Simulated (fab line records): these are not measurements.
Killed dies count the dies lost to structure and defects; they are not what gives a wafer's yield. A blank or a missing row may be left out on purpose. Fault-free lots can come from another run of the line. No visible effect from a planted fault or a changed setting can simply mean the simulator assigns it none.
Comparing a struck lot with a sound one ; flow n5 finfet ; 25 out of 1938 route steps
Sound: the wafers L160.1, L160.2, L160.4. Struck: wafers L156.2, L156.4, L156.6. Last of all comes the cause.
For every step that has rows: the tool of each side, followed by ch and its chambers, followed by its first start. Under that, the readings that differ: sound wafers ; struck wafers ; difference of the means ; sigmas: that difference in standard deviations of wafers without a fault.
alike: a reading whose means differ by less than 2 such deviations, as well as words and numbers matching on both sides. not compared: withheld readings; readings where some wafer has no value; bounds like >300 that might hide an equal value; numbers whose values overlap and for which the record gives no deviation.
The two part at a step that has a row with sigmas, a row that says differs or no value, or rows on one side only. Numbers that have no deviation but don't overlap get no sigmas and don't part them. A reading missing from all wafers of one side parts the sides only when that side holds two or more wafers.

first, 10 steps without rows for these wafers: N5_SD_EPI_P_DESCUM_14 (chemistry O2, time 7.9 s); N5_SD_EPI_P_ETCH_36 (etches SiARC in CF4, target depth 45.5 nm, time 75.8 s); N5_SD_EPI_P_ETCH_37 (etches SOC in N2/H2, overetch 108 nm, time 486 s); N5_SD_EPI_P_STRIP_38 (strips in N2/H2); N5_SD_EPI_P_ETCHBACK_46 (etches SiNx in CH3F/O2, stops on SiO2, target depth 17.5 nm); N5_SD_EPI_P_ETCH_47 (etches SiOCN in CH3F/O2, target depth 25 nm); N5_SD_EPI_P_ETCH_16 (etches SiO2 in CHF3/O2, target depth 5 nm); N5_SD_EPI_P_STRIP_50 (strips in CHF3/O2); N5_SD_EPI_P_SD_RECESS_17 (chemistry HBr/Cl2/O2, target depth 39.1 nm, bt time 3 s); N5_SD_EPI_P_WET_ETCH_45 (etches SiO2 in dHF, time 10.7 s, target depth 2 nm, rinse time 30 s).
N5_SD_EPI_P_STRIP_40: strips in N2/H2.
  sound on plasma asher-01 ch 0,1, day 7 03:11; struck on plasma asher-01 ch 1, day 6 01:32
  no value came back on the struck wafers for any of 5 readings (drypump motor current A (A), h2 flow sccm (sccm) and others); on the sound wafers drypump motor current A (A) reads 5.95 5.99 5.97
  not compared: rf hours counter h
then, 11 steps without rows for these wafers: N5_SD_EPI_P_PRECLEAN_52 (cleans in O3/DIW, time 60 s); N5_SD_EPI_P_SRD_20 (time 30 s); N5_SD_EPI_P_PRECLEAN_51 (cleans in NF3:NH3, afs cycles 1, time 20 s, sublimation time 60 s); N5_SD_EPI_P_VAPOR_ETCH_44 (etches SiGe30 in NF3/Ar, time 3.3 s); N5_SD_EPI_P_EPI_21 (deposits SiGe:B, time 355 s); N5_SD_EPI_P_HM_STRIP_48 (strips SiNx in H3PO4, material SiNx, target depth 3 nm); N5_SD_EPI_P_SRD_49 (time 30 s); N5_SD_EPI_P_PRECLEAN_24 (cleans in O3/DIW, time 45 s); N5_SD_EPI_P_PRECLEAN_32 (cleans in dHF, time 10 s); N5_SD_EPI_P_PRECLEAN_33 (cleans in SC2, time 45 s); N5_SD_EPI_P_SRD_25 (time 30 s).
N5_SD_EPI_P_INSPECT_26: inspects for defects (darkfield).
  sound on defect inspect-02 at day 7 06:13; struck on defect inspect-01 at day 6 04:27
reading;sound;struck;difference;sigmas
raw defect count;199 235 234;1430 1498 1454;+1238;+33
N5_BEOL_M4_RC_MEAS_101:
  the record has rows for the sound wafers here (prober-01 ch 0, day 12 11:18) and none for the struck ones
-- record jumps: 9 days separate the struck wafers' starts on either side; left off in module BEOL_M4, taken up again in module PASSIVATION, whose first shown step is the route's number 1936 --
N5_PASSIVATION_PROBE_49:
  record: rows for the struck wafers here (prober-02, day 15 13:26), none for the sound ones

WHERE THEY PART
At N5_SD_EPI_P_STRIP_40 first; at N5_PASSIVATION_PROBE_49 last (within this record only).

WHY: what had been put in by the simulator
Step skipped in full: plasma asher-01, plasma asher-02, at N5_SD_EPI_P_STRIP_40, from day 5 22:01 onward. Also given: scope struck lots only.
